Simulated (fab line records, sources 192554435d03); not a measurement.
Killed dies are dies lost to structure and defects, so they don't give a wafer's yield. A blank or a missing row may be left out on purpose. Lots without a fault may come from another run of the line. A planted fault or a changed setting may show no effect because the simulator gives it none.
Chamber matching | flow n5_finfet | N5_BEOL_M3_DESCUM_33 on rie_diel-02: 4 sister chambers
The step chemistry O2, time 7 s. 14 wafers are shown with their chamber, then 7 later ones without.

WAFERS WITH THEIR CHAMBER
wafer  | chamber | showerhead_plenum_p_Torr (Torr) | throttle_valve_pct (%) | drypump_motor_current_A (A)
L080.3 | 1       | 1.93                            | 19.93                  | 5.7
L080.5 | 0       | 2.09                            | 20.62                  | 5.7
L080.6 | 2       | 2.07                            | 19.97                  | 5.2
L083.1 | 0       | 2.09                            | 20.63                  | 5.7
L083.2 | 2       | 2.06                            | 19.97                  | 5.2
L083.3 | 1       | 1.92                            | 19.96                  | 5.7
L090.1 | 0       | 2.09                            | 20.65                  | 5.7
L090.3 | 2       | 2.06                            | 20.01                  | 5.2
L090.4 | 3       | 2.13                            | 19.83                  | 6.3
L093.1 | 2       | 2.06                            | 19.99                  | 5.1
L093.3 | 1       | 1.92                            | 19.97                  | 5.7
L093.4 | 3       | 2.13                            | 19.85                  | 6.3
L091.2 | 3       | 2.13                            | 19.84                  | 6.2
L091.5 | 2       | 2.06                            | 20.00                  | 5.2

SIGNATURES (means of the wafers above)
reading                  | chamber 0 | chamber 1 | chamber 2 | chamber 3 | scatter within a chamber
showerhead_plenum_p_Torr | 2.0900    | 1.9233    | 2.0620    | 2.1300    | 0.00383
throttle_valve_pct       | 20.6333   | 19.9533   | 19.9880   | 19.8400   | 0.0168
drypump_motor_current_A  | 5.700     | 5.700     | 5.180     | 6.267     | 0.0383
Rule: a wafer's distance from a chamber is the root of the sum, over the readings, of the square of ((its reading less the chamber's mean) divided by the reading's scatter). The wafer belongs to the nearest chamber; if the next one is less than 2 further off, it can't be placed. The scatter: the root of (the sum of the squares of (reading less its chamber's mean) over the shown wafers, divided by (wafers less chambers)).

WAFERS WITHOUT THEIR CHAMBER
wafer  | showerhead_plenum_p_Torr (Torr) | throttle_valve_pct (%) | drypump_motor_current_A (A)
L091.6 | 2.13                            | 19.84                  | 6.3
L095.3 | 2.06                            | 20.01                  | 5.2
L095.4 | 1.92                            | 19.99                  | 5.7
L095.6 | 2.08                            | 20.66                  | 5.7
L097.1 | 2.12                            | 19.86                  | 6.3
L097.3 | 1.92                            | 20.00                  | 5.7
L097.5 | 2.12                            | 19.86                  | 6.3

WHICH CHAMBER EACH WENT THROUGH
wafer  | from the rows above | in truth
L091.6 | 3                   | 3
L095.3 | 2                   | 2
L095.4 | 1                   | 1
L095.6 | 0                   | 0
L097.1 | 3                   | 3
L097.3 | 1                   | 1
L097.5 | 3                   | 3
Placed correctly: 7 of 7. Can't be placed from these rows: 0. Placed wrongly: 0.
